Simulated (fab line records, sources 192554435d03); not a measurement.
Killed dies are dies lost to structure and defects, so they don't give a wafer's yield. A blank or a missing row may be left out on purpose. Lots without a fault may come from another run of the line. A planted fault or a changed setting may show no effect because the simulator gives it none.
One fault seen from 3 desks | flow n5_finfet | each desk has only its own numbers; what lay behind them comes last

THE DEFECT DESK
What the inspections along the route counted, lot by lot: means of the sampled wafers that have a number. A lot is out of limits, marked OUT, if its mean lies more than 4 standard deviations from the usual mean; the brackets give that distance.
Columns: A = raw_defect_count at N5_BEOL_M7_INSPECT_58, usual 69
lot  | first seen here | A
L902 | day 10 10:00    | 62
L905 | day 10 16:23    | 50
L903 | day 10 16:29    | 37
L904 | day 10 19:04    | 70
L907 | day 11 14:41    | 59
L911 | day 12 02:44    | 79
L916 | day 13 15:26    | 77
L917 | day 14 08:51    | 104
L918 | day 14 11:10    | 85
L919 | day 14 14:20    | 77
L923 | day 15 14:29    | 76
This desk's finding: nothing out of limits on any of the 11 lots.

THE METROLOGY DESK
What the gauges read, lot by lot, whatever tool the lot ran on: means of the sampled wafers that have a number. A lot is out of limits, marked OUT, if its mean lies more than 4 standard deviations from the usual mean; the brackets give that distance.
Columns: A = M7_RS at N5_BEOL_M7_RS_MEAS_57, usual 0.290 ohm/sq
lot  | first seen here | A
L902 | day 10 09:58    | 0.296
L905 | day 10 16:21    | 0.297
L903 | day 10 16:28    | 0.294
L904 | day 10 19:02    | 0.299
L907 | day 11 14:40    | 0.290
L911 | day 12 02:42    | 0.284
L916 | day 13 15:25    | 0.284
L917 | day 14 08:49    | 0.278
L918 | day 14 11:08    | 0.290
L919 | day 14 14:19    | 0.292
L923 | day 15 14:27    | 0.278
This desk's finding: nothing out of limits on any of the 11 lots.

THE TOOL OWNER'S DESK: litho_track-04
The tool's own readings at N5_BEOL_M8_COAT_60 (time 60 s, resist thk 35 nm): means of the sampled wafers that have a number, for each lot that ran on this tool. A lot is out of limits, marked OUT, if its mean lies more than 4 standard deviations from the usual mean; the brackets give that distance.
Columns: A = exhaust_pa at N5_BEOL_M8_COAT_60, usual 45.0 Pa; B = heater_power_total_W at N5_BEOL_M8_COAT_60, usual 427.5 W; C = spin_speed_rpm at N5_BEOL_M8_COAT_60, usual 1500.0 rpm
lot  | first seen here | A    | B     | C
L902 | day 10 12:20    | 45.1 | 427.3 | 1499.7
L905 | day 10 17:32    | 45.2 | 429.4 | 1500.2
L903 | day 10 17:46    | 45.7 | 428.3 | 1500.8
L911 | day 12 05:15    | 44.3 | 426.5 | 2033.0 (+99 or more) OUT
L916 | day 13 19:44    | 45.4 | 427.6 | 2033.0 (+99 or more) OUT
This desk's finding: out of limits on L911, L916; first on L911, day 12 05:15 (spin_speed_rpm at N5_BEOL_M8_COAT_60). In limits: L902, L905, L903.

PUT TOGETHER
The tool owner's desk could have raised an alarm at day 12 05:15, on L911, L916.
The defect desk saw nothing out of limits.
The metrology desk saw nothing out of limits.
The defect desk has L911, L916 on record, within its limits.
The metrology desk has L911, L916 on record, within its limits.
Of the lots named, all ran N5_BEOL_M8_COAT_60 on litho_track-04.

WHAT THE SIMULATOR HAD PUT IN
Process parameter drift: litho_track-04, from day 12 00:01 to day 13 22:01, at N5_BEOL_M8_COAT_60. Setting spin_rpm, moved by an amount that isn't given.
Lots struck among those shown: L911, L916.
Hours from the fault's start to each desk's first reading out of limits: the tool owner's desk, 5.
